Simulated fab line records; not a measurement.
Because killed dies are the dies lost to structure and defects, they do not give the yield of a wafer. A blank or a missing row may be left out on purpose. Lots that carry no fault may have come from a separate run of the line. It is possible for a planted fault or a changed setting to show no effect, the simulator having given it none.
fab line records | flow n5_finfet
[record] lots = 10 | wafers = 30 | last_day = 20
route steps=1938 shown BEOL_M10@1507 BEOL_M11@1538
lots with no fault: from the same line, run without faults
start_h: start of the lot's first displayed wafer, in hours after the record's first day | wait_h: time in hours since the lot's previous step | " same as the row above | L1.1+2: a single row standing in for several wafers | - no value present, or no start provided | * or withheld: withheld | < > ~ a bound
route shown NAME@n: names a module that has steps shown in the file, with the first one's number in the route | usual: average and standard deviation across the fault-free wafers | same: alike in all rows | chamber/n: place in a boat | sites: the reading at each site | _std_site: standard deviation across them | _edge_site: the outer-site mean with the inner-site mean subtracted | radius_mm: for every site, how far away it sits from the centre of the wafer | mask NAME#n: copy n | behind: tool/chamber where the wafer was last shaped | hold: the reason the lot was held/the length of the hold in hours/how it ended | device: the n, p or np transistor that did not switch | end of line: tests of these same wafers at the route's end | a step given without rows: its recipe and nothing more | killed: at the first sort, the dies lost to defects and structure; wafer yield is something else | map: shows each die of a wafer: x if killed, . if not, _ if none is there
set.NAME: setting as actually run; set.NAME@STEP: the setting as run at that earlier step | model.NAME: the simulator's own value behind a step, which no gauge read
a sample of lots followed through the steps of the route, with each step as a table and each wafer as a row
services: a tool's chamber out of use, with start hour (start_h, from the record's first day; less than 0 if before it), hours out, and reason
[[steps]]
[step N5_BEOL_M10_ETCH_66]
[recipe] chemistry = N2/H2 | target = SOC | target_depth_a = 1200 | overetch_a = 240 | mask_material = SiARC | temp_c = 40 | time_s = 180 | ion_energy_ev = 200 | pressure_mtorr = 30 | source_w = 840 | bias_w = 150 | n2_flow_sccm = 200 | h2_flow_sccm = 200
[usual] bias_w = 150.0/0.43 | drypump_motor_current_A = 5.8/0.42 | oes_product_au = 0.66/0.079 | rf_vpp_V = 523.8/1.6 | showerhead_plenum_p_Torr = 2.54/0.053 | throttle_valve_pct = 17.70/0.23
lot.wafer | tool        | chamber | start_h | wait_h | bias_w | drypump_motor_current_A | oes_product_au | rf_hours_counter_h | rf_vpp_V | showerhead_plenum_p_Torr | throttle_valve_pct
L782.3    | rie_diel-02 | 0       | 257.85  | 0.0    | 150.2  | 6.2                     | 0.66           | 93                 | 523.3    | 2.56                     | 17.74
L782.4    | "           | 0       | "       | "      | 150.1  | 6.2                     | 0.66           | -                  | 525.4    | 2.56                     | 17.73
L782.5    | "           | 2       | "       | "      | 149.0  | 4.9                     | 0.57           | -                  | 524.0    | 2.52                     | 18.17
L783.2    | rie_diel-04 | 3       | 290.55  | 0.0    | 150.7  | 5.3                     | 0.79           | 1                  | 525.8    | 2.60                     | 17.67
L783.4    | "           | 1       | "       | "      | 150.4  | 5.4                     | 0.55           | 250                | 524.6    | 2.61                     | 17.89
L783.6    | "           | 0       | "       | "      | 150.2  | 6.0                     | 0.75           | -                  | 522.8    | 2.50                     | 17.44
L784.1    | rie_diel-04 | 3       | 295.19  | 0.0    | 149.6  | 5.3                     | 0.78           | 3                  | 525.6    | 2.60                     | 17.66
L784.4    | "           | 0       | "       | "      | 150.1  | 6.0                     | 0.74           | -                  | 523.4    | 2.50                     | 17.43
L784.6    | "           | 3       | "       | "      | 149.3  | 5.4                     | 0.78           | -                  | 525.7    | 2.60                     | 17.67
L785.1    | rie_diel-04 | 0       | 302.35  | 0.0    | 150.0  | 6.0                     | 0.73           | 12                 | 524.0    | 2.50                     | 17.43
L785.2    | "           | 3       | "       | "      | 150.3  | 5.4                     | 0.76           | 6                  | 526.2    | 2.60                     | 17.67
L785.5    | "           | 0       | "       | "      | 149.5  | 6.0                     | 0.73           | -                  | 522.0    | 2.50                     | 17.44
L786.1    | rie_diel-04 | 2       | 311.88  | 0.0    | 150.0  | 6.2                     | 0.57           | 234                | 523.7    | 2.50                     | 17.86
L786.3    | "           | 3       | "       | "      | 149.7  | 5.4                     | 0.77           | 10                 | 526.7    | 2.60                     | 17.68
L786.4    | "           | 3       | "       | "      | 149.7  | 5.3                     | 0.76           | -                  | 525.5    | 2.60                     | 17.70
L790.3    | rie_diel-04 | 0       | 331.88  | 0.0    | 150.4  | 6.0                     | 0.71           | 23                 | 523.2    | 2.49                     | 17.46
L790.5    | "           | 1       | "       | "      | 149.6  | 5.4                     | 0.77           | -                  | 525.6    | 2.61                     | 17.42
L790.6    | "           | 0       | "       | "      | 149.9  | 6.0                     | 0.71           | -                  | 522.5    | 2.49                     | 17.47
L798.2    | rie_diel-05 | 0       | 371.68  | 0.0    | 150.3  | 6.2                     | 0.56           | 202                | 522.2    | 2.52                     | 17.95
L798.4    | "           | 1       | "       | "      | 150.6  | 6.3                     | 0.63           | 108                | 522.5    | 2.45                     | 17.51
L798.5    | "           | 3       | "       | "      | 150.1  | 5.5                     | 0.56           | -                  | 526.1    | 2.61                     | 17.89
L804.1    | rie_diel-02 | 3       | 408.46  | 0.0    | 150.3  | 5.8                     | 0.69           | 53                 | 526.5    | 2.59                     | 17.76
L804.3    | "           | 2       | "       | "      | 150.0  | 4.9                     | 0.55           | 247                | 522.4    | 2.50                     | 18.27
L804.6    | "           | 3       | "       | "      | 150.5  | 5.8                     | 0.68           | -                  | 523.8    | 2.58                     | 17.75
L802.1    | rie_diel-04 | 2       | 428.28  | 0.0    | 150.4  | 6.3                     | 0.74           | 19                 | 523.5    | 2.49                     | 17.50
L802.2    | "           | 1       | "       | "      | 150.0  | 5.3                     | 0.70           | 44                 | 524.9    | 2.59                     | 17.48
L802.6    | "           | 0       | "       | "      | 149.8  | 6.0                     | 0.66           | -                  | 521.4    | 2.48                     | 17.51
L803.1    | rie_diel-04 | 3       | 432.40  | 0.0    | 150.5  | 5.3                     | 0.69           | 52                 | 525.2    | 2.58                     | 17.77
L803.4    | "           | 1       | "       | "      | 150.1  | 5.3                     | 0.70           | 45                 | 523.8    | 2.59                     | 17.50
L803.6    | "           | 0       | "       | "      | 150.5  | 6.0                     | 0.66           | -                  | 522.9    | 2.48                     | 17.53
[step N5_BEOL_M10_VIA_ETCH_34]
[recipe] chemistry = C4F6/O2 | target = SiCOH_lowk | target_depth_a = 1845 | mask_material = SOC | taper_deg = 4 | time_s = 69.2 | ion_energy_ev = 250 | pressure_mtorr = 30 | source_w = 345 | bias_w = 185 | Ar_flow_sccm = 300 | C4F6_flow_sccm = 10 | O2_flow_sccm = 10
[usual] bias_w = 185.0/0.53 | drypump_motor_current_A = 5.8/0.42 | oes_product_au = 0.81/0.1 | rf_vpp_V = 665/5.6 | showerhead_plenum_p_Torr = 2.85/0.058 | throttle_valve_pct = 20.79/0.22
lot.wafer | tool        | chamber | start_h | wait_h | bias_w | drypump_motor_current_A | oes_product_au | rf_hours_counter_h | rf_vpp_V | showerhead_plenum_p_Torr | throttle_valve_pct
L782.3    | rie_diel-02 | 0       | 257.97  | 0.0    | 184.1  | 6.2                     | 0.82           | 93                 | 671      | 2.87                     | 20.83
L782.4    | "           | 0       | "       | "      | 183.6  | 6.2                     | 0.81           | -                  | 672      | 2.87                     | 20.85
L782.5    | "           | 2       | "       | "      | 185.8  | 4.9                     | 0.71           | -                  | 673      | 2.83                     | 21.20
L783.2    | rie_diel-04 | 3       | 290.68  | 0.0    | 185.0  | 5.4                     | 0.98           | 1                  | 655      | 2.92                     | 20.80
L783.4    | "           | 1       | "       | "      | 184.8  | 5.3                     | 0.67           | 250                | 674      | 2.92                     | 20.94
L783.6    | "           | 0       | "       | "      | 184.8  | 6.0                     | 0.93           | -                  | 665      | 2.80                     | 20.47
L784.1    | rie_diel-04 | 3       | 295.32  | 0.0    | 185.5  | 5.3                     | 0.97           | 3                  | 653      | 2.92                     | 20.80
L784.4    | "           | 0       | "       | "      | 185.3  | 6.0                     | 0.93           | -                  | 667      | 2.80                     | 20.48
L784.6    | "           | 3       | "       | "      | 185.1  | 5.3                     | 0.98           | -                  | 654      | 2.92                     | 20.79
L785.1    | rie_diel-04 | 0       | 302.48  | 0.0    | 185.7  | 6.0                     | 0.92           | 12                 | 665      | 2.79                     | 20.49
L785.2    | "           | 3       | "       | "      | 184.0  | 5.4                     | 0.96           | 6                  | 654      | 2.92                     | 20.81
L785.5    | "           | 0       | "       | "      | 184.7  | 6.0                     | 0.91           | -                  | 667      | 2.79                     | 20.47
L786.1    | rie_diel-04 | 2       | 312.00  | 0.0    | 185.5  | 6.2                     | 0.70           | 234                | 667      | 2.80                     | 20.93
L786.3    | "           | 3       | "       | "      | 185.1  | 5.4                     | 0.95           | 10                 | 655      | 2.92                     | 20.81
L786.4    | "           | 3       | "       | "      | 184.9  | 5.3                     | 0.95           | -                  | 655      | 2.92                     | 20.83
L790.3    | rie_diel-04 | 0       | 332.01  | 0.0    | 184.4  | 6.0                     | 0.90           | 23                 | 664      | 2.79                     | 20.50
L790.5    | "           | 1       | "       | "      | 184.3  | 5.3                     | 0.93           | -                  | 672      | 2.91                     | 20.55
L790.6    | "           | 0       | "       | "      | 184.4  | 6.0                     | 0.88           | -                  | 665      | 2.79                     | 20.51
L798.2    | rie_diel-05 | 0       | 371.80  | 0.0    | 185.0  | 6.1                     | 0.69           | 202                | 660      | 2.83                     | 21.05
L798.4    | "           | 1       | "       | "      | 184.8  | 6.3                     | 0.79           | 108                | 669      | 2.75                     | 20.68
L798.5    | "           | 3       | "       | "      | 184.4  | 5.5                     | 0.69           | -                  | 665      | 2.92                     | 20.94
L804.1    | rie_diel-02 | 3       | 408.58  | 0.0    | 185.6  | 5.8                     | 0.86           | 54                 | 667      | 2.88                     | 20.77
L804.3    | "           | 2       | "       | "      | 184.8  | 4.9                     | 0.68           | 247                | 672      | 2.81                     | 21.26
L804.6    | "           | 3       | "       | "      | 185.3  | 5.8                     | 0.85           | -                  | 666      | 2.88                     | 20.78
L802.1    | rie_diel-04 | 2       | 428.41  | 0.0    | 184.3  | 6.2                     | 0.93           | 19                 | 666      | 2.79                     | 20.63
L802.2    | "           | 1       | "       | "      | 184.8  | 5.3                     | 0.87           | 44                 | 669      | 2.90                     | 20.61
L802.6    | "           | 0       | "       | "      | 185.0  | 6.0                     | 0.84           | -                  | 664      | 2.77                     | 20.55
L803.1    | rie_diel-04 | 3       | 432.52  | 0.0    | 185.3  | 5.4                     | 0.86           | 52                 | 653      | 2.90                     | 20.87
L803.4    | "           | 1       | "       | "      | 184.2  | 5.3                     | 0.86           | 46                 | 672      | 2.90                     | 20.61
L803.6    | "           | 0       | "       | "      | 184.6  | 6.0                     | 0.82           | -                  | 664      | 2.77                     | 20.55
[step N5_BEOL_M10_CVD_75]
[recipe] material = Co | target_thk_a = 20 | temp_c = withheld | precursor = CCTBA/H2 | pressure_torr = 30 | time_s = 138.9
[usual] run_length_s = 161.4/0.43
lot.wafer | tool      | chamber | start_h | wait_h | run_length_s | since_wet_clean_h
L782.3    | cvd_co-01 | 2       | 259.31  | 0.0    | 161.1        | 560
L782.4    | "         | 0       | "       | "      | 161.4        | -
L782.5    | "         | 1       | "       | "      | 161.7        | -
L783.2    | cvd_co-01 | 2       | 292.43  | 0.0    | 160.9        | 593
L783.4    | "         | 0       | "       | "      | 161.6        | -
L783.6    | "         | 2       | "       | "      | 161.2        | -
L784.1    | cvd_co-01 | 0       | 297.07  | 0.0    | 160.9        | 1057
L784.4    | "         | 1       | "       | "      | 161.4        | -
L784.6    | "         | 0       | "       | "      | 161.3        | -
L785.1    | cvd_co-02 | 2       | 305.72  | 0.0    | 161.3        | 388
L785.2    | "         | 1       | "       | "      | 160.6        | 1284
L785.5    | "         | 2       | "       | "      | 162.0        | -
L786.1    | cvd_co-01 | 0       | 313.94  | 0.0    | 161.0        | 1074
L786.3    | "         | 1       | "       | "      | 161.3        | 177
L786.4    | "         | 0       | "       | "      | 161.0        | -
L790.3    | cvd_co-02 | 0       | 333.83  | 0.1    | 162.0        | -
L790.5    | "         | 0       | "       | "      | 214.3        | -
L790.6    | "         | 2       | "       | "      | 161.4        | -
L798.2    | cvd_co-01 | 0       | 374.42  | 0.3    | 161.0        | 1134
L798.4    | "         | 2       | "       | "      | 160.8        | -
L798.5    | "         | 0       | "       | "      | 161.7        | -
L804.1    | cvd_co-01 | 2       | 411.91  | 0.3    | 161.0        | 713
L804.3    | "         | 0       | "       | "      | 161.1        | 1172
L804.6    | "         | 2       | "       | "      | 160.9        | -
L802.1    | cvd_co-02 | 2       | 430.01  | 0.0    | 161.7        | 512
L802.2    | "         | 0       | "       | "      | 161.7        | 971
L802.6    | "         | 0       | "       | "      | 162.4        | -
L803.1    | cvd_co-01 | 1       | 434.23  | 0.0    | 161.6        | 298
L803.4    | "         | 2       | "       | "      | 160.9        | -
L803.6    | "         | 0       | "       | "      | 161.6        | -
[step N5_BEOL_M11_THK_MEAS_01]
[recipe] reads = SiCOH_lowk_of_BEOL_M11_ILD_DEP_00
[usual] M11_ILD_THK = 269/3.3
lot.wafer | tool          | chamber | start_h | wait_h | M11_ILD_THK[nm]
L782.3    | film_metro-02 | -       | 261.06  | 0.3    | 264
L782.4    | "             | -       | "       | "      | 272
L782.5    | "             | -       | "       | "      | 269
L783.2    | film_metro-01 | -       | 294.15  | 0.4    | 264
L783.4    | "             | -       | "       | "      | 271
L783.6    | "             | -       | "       | "      | 267
L784.1    | film_metro-02 | -       | 299.15  | 0.4    | 261
L784.4    | "             | -       | "       | "      | 269
L784.6    | "             | -       | "       | "      | 266
L785.1    | film_metro-02 | -       | 307.72  | 0.4    | 265
L785.2    | "             | -       | "       | "      | 265
L785.5    | "             | -       | "       | "      | 269
L786.1    | film_metro-02 | -       | 315.84  | 0.4    | 271
L786.3    | "             | -       | "       | "      | 269
L786.4    | "             | -       | "       | "      | 272
L790.3    | film_metro-01 | -       | 336.04  | 0.3    | 265
L790.5    | "             | -       | "       | "      | 267
L790.6    | "             | -       | "       | "      | 269
L798.2    | film_metro-02 | -       | 376.64  | 0.7    | 266
L798.4    | "             | -       | "       | "      | 266
L798.5    | "             | -       | "       | "      | 266
L804.1    | film_metro-02 | -       | 413.67  | 0.4    | 268
L804.3    | "             | -       | "       | "      | 266
L804.6    | "             | -       | "       | "      | 271
L802.1    | film_metro-02 | -       | 431.80  | 0.4    | 270
L802.2    | "             | -       | "       | "      | 269
L802.6    | "             | -       | "       | "      | 277
L803.1    | film_metro-01 | -       | 435.97  | 0.4    | 265
L803.4    | "             | -       | "       | "      | 271
L803.6    | "             | -       | "       | "      | 274
[[services]]
tool        | chamber | start_h | hours | kind
rie_diel-04 | 0       | 244.50  | -     | clean
rie_diel-04 | 0       | 244.50  | -     | consumable_replace:focus_ring
rie_diel-04 | 0       | 244.50  | 19.1  | scheduled_down
rie_diel-04 | 0       | 244.50  | 19.1  | vent_cycle
rie_diel-04 | 2       | 263.68  | 2.8   | repair
rie_diel-04 | 3       | 271.32  | -     | clean
rie_diel-04 | 3       | 271.32  | -     | consumable_replace:focus_ring
rie_diel-04 | 3       | 271.32  | 13.8  | scheduled_down
rie_diel-04 | 3       | 271.32  | 13.8  | vent_cycle
rie_diel-04 | -       | 278.67  | 4.3   | pm
rie_diel-04 | 1       | 290.93  | -     | clean
rie_diel-04 | 1       | 290.93  | -     | consumable_replace:focus_ring
rie_diel-04 | 1       | 290.93  | 23.5  | scheduled_down
rie_diel-04 | 1       | 290.93  | 23.5  | vent_cycle
cvd_co-02   | 0       | 299.90  | 16.5  | repair
rie_diel-05 | 1       | 302.74  | 4.3   | repair
rie_diel-02 | 2       | 303.28  | 3.9   | repair
rie_diel-04 | 2       | 360.94  | -     | clean
rie_diel-02 | 2       | 364.20  | 19.8  | repair
rie_diel-02 | 1       | 387.70  | 4.1   | repair
rie_diel-04 | 3       | 393.95  | 5.8   | repair
cvd_co-02   | -       | 399.16  | 6.9   | pm
rie_diel-04 | 0       | 402.36  | 3.0   | repair
rie_diel-02 | -       | 419.96  | 0.5   | repair
[[key]]
[first_sign] step = N5_BEOL_M10_CVD_75 | reading = run_length_s | direction = up | sigmas = 99+ | usual = * | struck = *
effect none on later readings
met_at N5_BEOL_M10_CVD_75
struck_lots L790
struck_wafers L790.5
not_acting_at N5_BEOL_M10_ETCH_66,N5_BEOL_M10_VIA_ETCH_34,N5_BEOL_M11_THK_MEAS_01
onset_between 305.72 333.83
[fault] kind = process_parameter_drift | tool = cvd_co-02 | chamber = - | onset_h = 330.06 | steps = N5_BEOL_M10_CVD_75 | channel = time_s | offset = * | shape = step | end_h = 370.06 | scope = struck_wafers_only | acts_in = * | stated = *
